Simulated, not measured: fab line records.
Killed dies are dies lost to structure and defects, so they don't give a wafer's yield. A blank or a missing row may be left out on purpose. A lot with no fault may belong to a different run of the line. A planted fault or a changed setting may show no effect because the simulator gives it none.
What tool caused it? + flow nand_harc + route of 1302 steps, sampled at 1 step: 7 lots, 21 wafers

== WHAT THE GAUGES READ, wafer by wafer ==
NHARC_A_CONTACT_CD_MEAS_69: target cd 300 nm.
| lot  | measured     | on        | cd_nm (nm)        |
|------|--------------|-----------|-------------------|
| L813 | day 22 20:06 | cd_sem-01 | 300.1 299.8 300.4 |
| L821 | day 25 18:56 | cd_sem-02 | 300.4 300.6 300.4 |
| L819 | day 26 06:59 | cd_sem-02 | 300.0 300.6 300.1 |
| L826 | day 27 21:43 | cd_sem-02 | 300.3 301.3 299.9 |
| L830 | day 29 04:47 | cd_sem-01 | 299.7 299.4 300.1 |
| L831 | day 29 20:19 | cd_sem-02 | 300.3 300.4 300.0 |
| L833 | day 31 00:18 | cd_sem-02 | 300.5 300.2 299.8 |

== TOOL THAT RAN EACH LOT (tool first, then ch and the chambers of the sampled wafers, then the start) ==
The record holds no process step before these readings.

== THE ANSWER, worked out from the rows above alone ==
Rule: what is usual is taken from the lots themselves. The widest of any qualifying gaps counts: lots, ordered by their means at a reading, are off when they make up no more than a third of the lots, leave a main group of 4 or more, and stand apart from it by 3 or more times the standard deviation of that group's means. The tables above print the reading to a certain number of digits; a main group whose means all agree to those digits is not used. Also off: a lot with no number at a reading for which 4 or more lots have one. All remaining lots with rows at the step are treated as sound.
No lot is off on any of the readings shown, so nothing can be concluded from this.

== WHAT THE SIMULATOR HAD INSERTED ==
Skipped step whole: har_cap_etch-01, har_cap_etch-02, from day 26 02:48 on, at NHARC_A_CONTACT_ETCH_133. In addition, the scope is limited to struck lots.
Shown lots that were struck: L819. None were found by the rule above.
